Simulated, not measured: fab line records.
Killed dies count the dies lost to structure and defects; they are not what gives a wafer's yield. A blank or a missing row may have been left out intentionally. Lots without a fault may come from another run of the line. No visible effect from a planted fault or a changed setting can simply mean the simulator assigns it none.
Matching of chambers ; flow n5Finfet ; N5_STI_FIN_REVEAL_ALD_14 on aldSin-04: 4 sister chambers
The step deposits Si3N4, target thk 3 nm. 4 wafers are shown with their chamber, then 9 later ones without.

== WAFERS, EACH WITH ITS CHAMBER ==
wafer;chamber;heaterPowerW (W)
L076.5;3;677
L088.1;2;897
L088.2;1;765
L088.3;0;944

== WAFERS WITHOUT THEIR CHAMBER ==
wafer;heaterPowerW (W)
L088.4;652
L088.5;664
L088.6;888
L094.1;785
L094.4;888
L094.5;950
L096.3;666
L096.4;899
L096.6;902

== WHICH CHAMBER EACH ONE RAN IN ==
wafer;from the rows above;in truth
L088.4;3;3
L088.5;3;3
L088.6;2;2
L094.1;1;1
L094.4;2;2
L094.5;0;0
L096.3;3;3
L096.4;2;2
L096.6;2;2
9 of 9 placed correctly. Not placeable from these rows: 0. 0 placed wrongly.
How it was worked out, from the rows above alone: a wafer's distance from a chamber is the root of the sum, over the readings, of the square of ((its reading less the chamber's mean) divided by the reading's scatter). The wafer belongs to the nearest chamber; if the next one is less than 2 further off, it can't be placed. The mean given for a chamber averages the wafers shown for that chamber. The scatter: root of mean squared gap, hidden wafer to nearest shown wafer, with one shown wafer a chamber.
